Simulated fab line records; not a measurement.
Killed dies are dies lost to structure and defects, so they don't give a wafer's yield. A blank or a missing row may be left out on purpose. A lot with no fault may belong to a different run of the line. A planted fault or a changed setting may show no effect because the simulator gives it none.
Matching of chambers    flow nand-harc    NHARC_A_STAIRCASE_DEP_471 on pecvd-04 has 3 sister chambers
The step deposits SiO2, target thk 100 nm. 14 wafers are shown with their chamber, then 7 later ones without.

WAFERS PAIRED WITH THEIR CHAMBERS
wafer   chamber  heater-power-w (W)  throttle-valve-pct (%)  flow-sccm (sccm)
L074.1  0        474                 15.3                    2657
L074.4  0        481                 15.2                    2644
L074.5  2        448                 16.8                    2638
L078.3  2        457                 16.6                    2646
L078.4  0        481                 15.2                    2661
L078.5  2        462                 16.5                    2654
L079.2  2        479                 16.5                    2649
L079.3  0        492                 15.4                    2632
L079.5  2        472                 16.6                    2647
L084.1  0        493                 15.5                    2650
L084.4  0        493                 15.3                    2653
L084.6  2        467                 16.6                    2648
L083.2  1        641                 17.3                    2649
L083.4  1        663                 17.0                    2663

SIGNATURES (means of the wafers above)
reading             chamber 0  chamber 1  chamber 2  scatter within a chamber
heater-power-w      485.67     652.00     464.17     10.3
throttle-valve-pct  15.317     17.150     16.600     0.126
flow-sccm           2649.50    2656.00    2647.00    8.37
Rule: a wafer's distance from a chamber is the root of the sum, over the readings, of the square of ((its reading less the chamber's mean) divided by the reading's scatter). The wafer belongs to the nearest chamber; if the next one is less than 2 further off, it can't be placed. The scatter: take each reading less its chamber's mean, square it, sum over the shown wafers, divide by the number of wafers less the number of chambers, and take the root.

WAFERS WITHOUT THEIR CHAMBER
wafer   heater-power-w (W)  throttle-valve-pct (%)  flow-sccm (sccm)
L083.5  472                 16.6                    2653
L088.3  481                 16.7                    2658
L088.4  693                 16.3                    2653
L088.5  500                 16.4                    2655
L089.1  496                 16.6                    2649
L089.4  498                 16.6                    2648
L089.5  682                 16.5                    2658

THE CHAMBER EACH PASSED THROUGH
wafer   from the rows above  in truth
L083.5  2                    2
L088.3  2                    2
L088.4  1                    1
L088.5  2                    2
L089.1  2                    2
L089.4  2                    2
L089.5  1                    1
Placed correctly: 7 of 7. Not placeable from these rows: 0. Number placed wrongly: 0.
